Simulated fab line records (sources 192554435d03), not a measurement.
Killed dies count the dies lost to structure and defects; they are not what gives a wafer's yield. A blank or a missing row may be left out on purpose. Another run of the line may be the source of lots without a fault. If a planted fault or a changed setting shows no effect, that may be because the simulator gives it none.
Split-lot study ; flow n5_finfet ; on a route of 1938 steps: 7 lots, 39 wafers read

== THE SPLIT ==
At N5_MOL_CONTACT_COAG_CVD_140 (deposits W, target thk 66.5 nm, time 215 s), the setting target_thk_a was moved away from the recipe's 665 angstrom on 15 of the 39 wafers read, by -12.6% to +4.6%. This setting was run at the recipe's value on the other wafers.

The split's own step is where the reading is taken.

== THE READING ==
W_of_MOL_CONTACT_COAG_CVD_140.thk_nm (the simulator's own value, which no gauge read), in nm, at N5_MOL_CONTACT_COAG_CVD_140 (deposits W, target thk 66.5 nm, time 215 s). The file gives no usual value for it. The 24 wafers here that ran the recipe average 66.8 nm, standard deviation 0.71 nm.

wafer;tool, chamber at the split;target_thk_a as run, angstrom;against the recipe;W_of_MOL_CONTACT_COAG_CVD_140.thk_nm, nm;against lot-mates on the recipe
L075.1;cvd_w-01, 0;581.3;-12.6%;58;-8.3
L075.5;cvd_w-01, 0;581.3;-12.6%;58;-8.3
L075.2;cvd_w-01, 1;665;recipe;66.4;-
L075.3;cvd_w-01, 1;581.3;-12.6%;58.4;-7.9
L075.4;cvd_w-01, 0;665;recipe;66;-
L075.6;cvd_w-01, 1;665;recipe;66.6;-
L077.1;cvd_w-01, 1;665;recipe;67.6;-
L077.2;cvd_w-01, 0;665;recipe;67;-
L077.5;cvd_w-01, 0;665;recipe;67;-
L077.3;cvd_w-01, 0;665;recipe;66.2;-
L077.4;cvd_w-01, 1;665;recipe;67.8;-
L077.6;cvd_w-01, 1;665;recipe;68.2;-
L078.1;cvd_w-02, 0;695.5;+4.6%;69.4;+2.6
L078.2;cvd_w-02, 1;665;recipe;66.2;-
L078.3;cvd_w-02, 1;695.5;+4.6%;70;+3.2
L078.4;cvd_w-02, 0;665;recipe;67;-
L078.5;cvd_w-02, 0;665;recipe;67.2;-
L078.6;cvd_w-02, 1;695.5;+4.6%;70.4;+3.6
L080.1;cvd_w-01, 1;665;recipe;67.4;-
L080.2;cvd_w-01, 0;665;recipe;66.4;-
L080.3;cvd_w-01, 0;665;recipe;66.4;-
L080.4;cvd_w-01, 1;603.8;-9.2%;61.2;-5.5
L080.5;cvd_w-01, 1;603.8;-9.2%;60.8;-5.9
L080.6;cvd_w-01, 0;603.8;-9.2%;60;-6.7
L082.2;cvd_w-01, 0,1,1;665;recipe;67.4;-
L082.4;cvd_w-01, 0,1,1;665;recipe;67.4;-
L082.6;cvd_w-01, 0,1,1;665;recipe;67.4;-
L093.1;cvd_w-02, 1;596.3;-10.3%;58.2;-7.5
L093.2;cvd_w-02, 0;665;recipe;66;-
L093.3;cvd_w-02, 1;596.3;-10.3%;58.8;-6.9
L093.4;cvd_w-02, 0;665;recipe;65.8;-
L093.5;cvd_w-02, 0;596.3;-10.3%;58.6;-7.1
L093.6;cvd_w-02, 1;665;recipe;65.4;-
L094.1;cvd_w-01, 0,1;689.6;+3.7%;69.4;+2.6
L094.5;cvd_w-01, 0,1;689.6;+3.7%;69.4;+2.6
L094.2;cvd_w-01, 1;665;recipe;66.8;-
L094.3;cvd_w-01, 0;689.6;+3.7%;69.6;+2.8
L094.4;cvd_w-01, 1;665;recipe;67.6;-
L094.6;cvd_w-01, 0;665;recipe;66;-
Rows listing several chambers each stand for several wafers; the file does not say which wafer went through which chamber.

FIT RESULTS
A straight line over all 39 wafers: W_of_MOL_CONTACT_COAG_CVD_140.thk_nm changes by +0.714 nm for each +1% of target_thk_a; r = +0.98; the points scatter about the line by 0.68 nm.
The same after taking each lot's own level away (the mean of its wafers on the recipe; 39 wafers): +0.672 nm for each +1%; r = +0.99; scatter 0.45 nm.
According to that fit, moving target_thk_a by its largest amount changes the reading by 8.5 nm.
The span of the lots' own levels, 65.73 to 67.40 nm, comes to 2.3 times the standard deviation stated above.
The two slopes are in agreement: the lot-to-lot level therefore moves the slope only a little.
Check: -8.44 nm against its lot-mates is what the line predicts for one of the wafers moved furthest among these (-12.6%) when that wafer is left out of the fit. It came out at -8.33 nm against them.

== THESE WAFERS: OTHER SPLITS ==
Before the reading, these wafers also passed through other splits. Each is held against what the fit with the lots' levels taken away leaves over:
other split on the same wafers;wafers away from the commonest value;r with W_of_MOL_CONTACT_COAG_CVD_140.thk_nm (lot level and that fit taken away)
N5_DUMMY_GATE_ETCH_37 source_w;18;-0.20
N5_DUMMY_GATE_ETCH_32 time_s;9;-0.11
N5_SD_EPI_N_ETCH_35 time_s;18;-0.13
N5_MOL_CONTACT_COAG_ETCHBACK_135 time_s;18;+0.02

== THE FILE'S OWN FIT ==
W_of_MOL_CONTACT_COAG_CVD_140.thk_nm changes by +0.67 nm for each +1% of target_thk_a, r = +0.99.
